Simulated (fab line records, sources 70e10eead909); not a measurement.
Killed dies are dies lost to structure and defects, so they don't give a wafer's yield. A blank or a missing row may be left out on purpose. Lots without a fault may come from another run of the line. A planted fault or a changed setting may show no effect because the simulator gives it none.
fab line records | flow nand_harc
record lots=5 wafers=15 last_day=35
route steps=1302 shown P_ZERO_WELL@29 END@1302
lots that met no fault: from a run of the same line without faults
start_h: hours from the record's first day to the start of the lot's first wafer shown | wait_h: hours since the lot's step before | " the same as in the row above | L1.1+2: a row that stands for several wafers | - no value, or no start given | * or withheld: withheld | < > ~ a bound
route shown NAME@n: a module of which the file shows steps, and the number in the route of the first | usual: mean/standard deviation of fault-free wafers | same: alike in all rows | chamber/n: place in a boat | sites: the reading at each site | _std_site: their standard deviation | _edge_site: outer sites' mean less inner sites' | radius_mm: how far each site lies from the wafer's centre | mask NAME#n: copy n | behind: the tool/chamber that last shaped the wafer | hold: why the lot was held/for how many hours/how that ended | device: the transistor (n, p or np) that didn't switch | end of line: the same wafers' tests at the end of the route | a step without rows: its recipe alone | killed: dies lost to structure and defects at the first sort, not the wafer's yield | map: a wafer's dies, x killed, . not, _ none there
set.NAME: the setting as run; set.NAME@STEP: as run at that earlier step | model.NAME: the simulator's own value behind a step, which no gauge read
lots at some steps of the route; a table a step, a row a wafer
services: from which hour (start_h, from the record's first day; less than 0 if before it) a tool's chamber was out of use, for how many hours, and why
## steps
# step NHARC_P_ZERO_WELL_CD_MEAS_24
# recipe target_cd_nm=720 landing_energy_ev=500
# usual cd_nm=719.8/1.4
# same landing_energy_ev=500
# columns lot.wafer tool chamber start_h wait_h cd_nm
L475.1 cd_sem-02 0 22.49 - 721.7
L475.4 " 0 " " 719.7
L475.5 " 0 " " 719.9
L485.2 cd_sem-03 0 122.64 - 721.2
L485.4 " 0 " " 721.1
L485.6 " 0 " " 720.3
L486.1 cd_sem-01 0 132.38 - 720.2
L486.4 " 0 " " 719.1
L486.5 " 0 " " 719.4
L488.1 cd_sem-01 0 152.49 - 719.0
L488.3 " 0 " " 722.2
L488.6 " 0 " " 721.2
L498.1 cd_sem-01 0 252.46 - 716.9
L498.4 " 0 " " 718.9
L498.6 " 0 " " 717.1
# step NHARC_P_ZERO_WELL_HARDBAKE_25
# recipe temp_c=125 time_s=80
# step NHARC_P_ZERO_WELL_DESCUM_26
# recipe time_s=3 o2_flow_sccm=200 ar_flow_sccm=0 bias_power_w=0 chemistry=O2
# usual drypump_motor_current_A=5.7/0.54 oes_product_au=1.002/0.007 rf_vpp_V=57.7/0.89 showerhead_plenum_p_Torr=1.90/0.076 throttle_valve_pct=11.311/0.0088
# same time_s=3
# columns lot.wafer tool chamber start_h wait_h drypump_motor_current_A oes_product_au rf_hours_counter_h rf_vpp_V showerhead_plenum_p_Torr throttle_valve_pct
L475.1 rie_diel-04 3 22.77 - 6.2 1.007 2 57.5 2.00 11.325
L475.5 " 2 " " 5.8 1.002 - 59.0 1.91 11.304
L475.4 " 0 " " 4.6 0.990 - 57.7 1.79 11.312
L485.2 rie_diel-10 0 122.83 - 6.3 1.002 12 58.0 1.94 11.311
L485.6 " 1 " " 5.1 1.009 - 58.6 1.87 11.299
L485.4 " 0 " " 6.3 0.997 - 58.8 1.95 11.307
L486.4 rie_diel-07 0 132.54 - 6.4 1.005 1 58.9 2.06 11.314
L486.1 " 2 " " 5.9 0.995 2 58.4 1.92 11.305
L486.5 " 0 " " 6.4 0.997 - 57.7 2.06 11.311
L488.3 rie_diel-04 1 152.66 - 4.9 1.008 48 57.4 1.81 11.319
L488.1 " 3 " " 6.2 0.999 56 56.9 1.98 11.315
L488.6 " 1 " " 4.9 1.006 - 56.6 1.81 11.305
L498.4 rie_diel-10 2 252.67 - 5.9 1.007 0 56.7 1.81 11.311
L498.1 " 3 " " 5.6 1.018 0 57.7 1.85 11.293
L498.6 " 1 " " 5.2 1.006 - 56.2 1.86 11.319
# step NHARC_P_ZERO_WELL_IMPLANT_27
# recipe energy_kev=600 dose_cm2=1e+13 tilt_deg=7
# step NHARC_P_ZERO_WELL_IMPLANT_57
# recipe energy_kev=250 dose_cm2=4e+12 tilt_deg=7
# step NHARC_P_ZERO_WELL_IMPLANT_58
# recipe energy_kev=100 dose_cm2=2e+12 tilt_deg=7
# step NHARC_P_ZERO_WELL_STRIP_28
# recipe time_s=840 temp_c=130 chemistry=SPM
# step NHARC_P_ZERO_WELL_DEHYDRATE_29
# recipe temp_c=150 time_s=120
# step NHARC_P_ZERO_WELL_HMDS_30
# recipe time_s=30
# step NHARC_P_ZERO_WELL_COAT_31
# recipe spin_rpm=withheld
# step NHARC_P_ZERO_WELL_SOFTBAKE_32
# recipe temp_c=122 time_s=95
# step NHARC_P_ZERO_WELL_EBR_33
# step NHARC_P_ZERO_WELL_EXPOSE_34
# recipe na=0.6 target_cd_nm=720 dose_mj=22.31 mask_id=P_PWELL
# columns lot.wafer tool chamber start_h wait_h mask
L475.1+4+5 krf_scanner-01 0 23.98 - P_PWELL#0
L485.2+4+6 krf_scanner-04 0 124.15 - P_PWELL#0
L486.1+4+5 krf_scanner-02 0 133.86 - P_PWELL#0
L488.1+3+6 krf_scanner-01 0 153.97 - P_PWELL_R1#0
L498.1+4+6 krf_scanner-01 0 253.97 - P_PWELL#0
# step NHARC_P_ZERO_WELL_PEB_35
# recipe peb_temp_c=118 peb_time_s=85
# step NHARC_P_ZERO_WELL_DEVELOP_36
# recipe time_s=70
# step NHARC_P_ZERO_WELL_CD_MEAS_37
# recipe target_cd_nm=720 landing_energy_ev=500
# usual cd_nm=719.8/1.4
# same landing_energy_ev=500
# columns lot.wafer tool chamber start_h wait_h hold cd_nm
L475.1 cd_sem-02 0 24.13 - - 720.7
L475.4 " 0 " " - 719.6
L475.5 " 0 " " - 720.7
L485.2 cd_sem-03 0 124.31 - - 721.7
L485.4 " 0 " " - 721.3
L485.6 " 0 " " - 721.1
L486.1 cd_sem-01 0 134.02 - - 719.4
L486.4 " 0 " " - 719.6
L486.5 " 0 " " - 717.0
L488.1 cd_sem-03 0 154.13 - await_dispo/0.2h/release 740.5
L488.3 " 0 " " await_dispo/0.2h/release 738.3
L488.6 " 0 " " await_dispo/0.2h/release 740.2
L488.1 cd_sem-03 0 - - - 740.3
L488.3 " 0 " " - 738.5
L488.6 " 0 " " - 740.0
L498.1 cd_sem-02 0 254.13 - - 717.0
L498.4 " 0 " " - 717.5
L498.6 " 0 " " - 716.7
# step NHARC_END_SORT_01
# recipe temp_c=25
# usual killed_at_array=44/16 killed_at_other=0.6/1.1 killed_at_periphery=3.9/2.6 killed_dies=48/16 killed_open=3.1/1.9 killed_short=2.4/1.8
# same gross_dies=677
# columns lot.wafer tool chamber start_h wait_h killed_at_array killed_at_other killed_at_periphery killed_dies killed_open killed_short
L485.2 prober-01 0 657.22 2.8 41 0 9 50 5 1
L485.4 prober-01 0 658.83 3.4 35 1 7 43 9 2
L485.6 prober-01 0 660.43 4.0 38 1 8 47 5 3
L488.1 prober-01 0 695.13 2.5 43 0 8 51 4 3
L488.3 prober-01 0 696.74 3.1 29 0 6 35 3 1
L488.6 prober-01 0 699.14 4.0 38 2 3 43 1 6
L498.1 prober-01 0 825.15 2.5 44 0 4 48 1 0
L498.4 prober-01 0 827.55 3.4 47 0 0 47 2 0
L498.6 prober-01 0 829.16 4.0 44 0 2 46 1 2
# killed by level:class
L485.2 A_SLIT:chamber_film_flake=14 A_CHANNEL_HOLE_D2:chamber_film_flake=11 A_STAIRCASE:chamber_film_flake=6 P_M2:chamber_film_flake=5 A_CHANNEL_HOLE_D1:chamber_film_flake=3 A_CONTACT:chamber_film_flake=2 P_CONTACT:geometric_particle:open=1 P_M0:geometric_particle:open=1
L485.4 A_SLIT:chamber_film_flake=16 A_STAIRCASE:chamber_film_flake=3 A_M0:geometric_particle:open=2 A_CHANNEL_HOLE_D2:chamber_film_flake=2 P_M2:chamber_film_flake=2 A_CHANNEL_HOLE_D1:chamber_film_flake=2 A_CONTACT:chamber_film_flake=2 P_STI:geometric_particle:open=1
L485.6 A_SLIT:chamber_film_flake=18 A_CHANNEL_HOLE_D1:chamber_film_flake=6 A_CHANNEL_HOLE_D2:chamber_film_flake=4 A_STAIRCASE:chamber_film_flake=3 P_M0:geometric_particle:open=2 P_M2:chamber_film_flake=2 P_STI:geometric_particle:open=1 P_STI:geometric_particle:short=1
L488.1 A_SLIT:chamber_film_flake=15 A_CONTACT:chamber_film_flake=8 A_CHANNEL_HOLE_D1:chamber_film_flake=4 P_GATE:chamber_film_flake=3 A_SGD_CUT:chamber_film_flake=3 A_WL_FILL:chamber_film_flake=3 A_CONTACT:geometric_particle:open=2 P_ZERO_WELL:chamber_film_flake=2
L488.3 A_SLIT:chamber_film_flake=17 P_GATE:chamber_film_flake=3 A_SGD_CUT:chamber_film_flake=3 A_CONTACT:chamber_film_flake=3 A_ONON_D2:geometric_particle:open=2 P_STI:chamber_film_flake=2 A_STAIRCASE:chamber_film_flake=2 P_M1:geometric_particle:short=1
L488.6 A_SLIT:chamber_film_flake=18 A_CONTACT:chamber_film_flake=5 A_ONON_D2:geometric_particle:short=3 A_CHANNEL_HOLE_D1:chamber_film_flake=3 P_ZERO_WELL:chamber_film_flake=2 THIN_TSV:chamber_film_flake=2 A_CHANNEL_HOLE_D1:geometric_particle:short=1 A_CHANNEL_FILL_D2:geometric_particle:short=1
L498.1 A_SLIT:chamber_film_flake=17 A_CHANNEL_HOLE_D1:chamber_film_flake=9 A_CONTACT:chamber_film_flake=7 A_WL_FILL:chamber_film_flake=4 P_ZERO_WELL:chamber_film_flake=3 A_CHANNEL_HOLE_D2:chamber_film_flake=2 A_STAIRCASE:chamber_film_flake=2 A_BONDPAD:chamber_film_flake=2
L498.4 A_SLIT:chamber_film_flake=18 A_CHANNEL_HOLE_D1:chamber_film_flake=13 A_CHANNEL_HOLE_D2:chamber_film_flake=5 A_CONTACT:chamber_film_flake=5 A_WL_FILL:chamber_film_flake=4 A_ONON_D2:geometric_particle:open=1 A_CONTACT:geometric_particle:open=1
L498.6 A_SLIT:chamber_film_flake=18 A_CONTACT:chamber_film_flake=9 A_CHANNEL_HOLE_D1:chamber_film_flake=8 A_CHANNEL_HOLE_D2:chamber_film_flake=3 A_ONON_D1:geometric_particle:short=2 P_GATE:chamber_film_flake=2 A_WL_FILL:chamber_film_flake=2 A_M0:geometric_particle:open=1
## services
# columns tool chamber start_h hours kind
rie_diel-04 - 1.38 9.0 pm
rie_diel-04 0 1.38 9.0 vent_cycle
krf_scanner-04 - 10.00 4.0 pm
krf_scanner-02 - 13.14 0.2 repair
rie_diel-04 - 21.83 0.9 repair
rie_diel-10 - 65.56 9.0 pm
rie_diel-10 - 79.02 0.8 repair
krf_scanner-02 - 94.01 4.0 pm
rie_diel-10 3 105.62 4.3 repair
rie_diel-04 2 107.88 25.7 repair
rie_diel-07 - 117.20 9.0 pm
rie_diel-04 0 117.31 4.8 repair
rie_diel-10 2 117.65 6.5 repair
krf_scanner-01 - 140.00 4.0 pm
rie_diel-07 1 141.65 5.9 repair
krf_scanner-04 - 166.34 3.5 repair
rie_diel-04 1 172.07 3.7 repair
rie_diel-04 - 178.41 9.0 pm
krf_scanner-04 - 182.00 4.0 pm
krf_scanner-04 - 188.44 0.6 repair
krf_scanner-02 - 191.97 1.3 repair
rie_diel-04 2 220.75 1.3 repair
rie_diel-04 0 233.12 2.8 repair
rie_diel-10 - 242.56 9.0 pm
## key
first_sign step=NHARC_P_ZERO_WELL_EXPOSE_34 reading=mask direction=changed
effect step=NHARC_P_ZERO_WELL_CD_MEAS_37 reading=visit direction=added
effect step=NHARC_P_ZERO_WELL_CD_MEAS_37 reading=cd_nm direction=up sigmas=14 usual=719.8 struck=739.7
met_at NHARC_P_ZERO_WELL_EXPOSE_34
struck_wafers L488.1,L488.3,L488.6
tester_left_out L488
onset_between 23.98 153.97
fault kind=wrong_mask tool=any chamber=- onset_h=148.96 steps=NHARC_P_ZERO_WELL_EXPOSE_34 aux_copy=P_PWELL_R1#0 cd_offset_nm=19.604 scope=struck_lots_only
# tester_left_out: of these lots the tester's yield and bins aren't shown, on N5 and GAA mostly nor the transistor test; their killed dies are dies lost to structure and defects alone, not to doping, threshold or leakage, so they don't give the yield
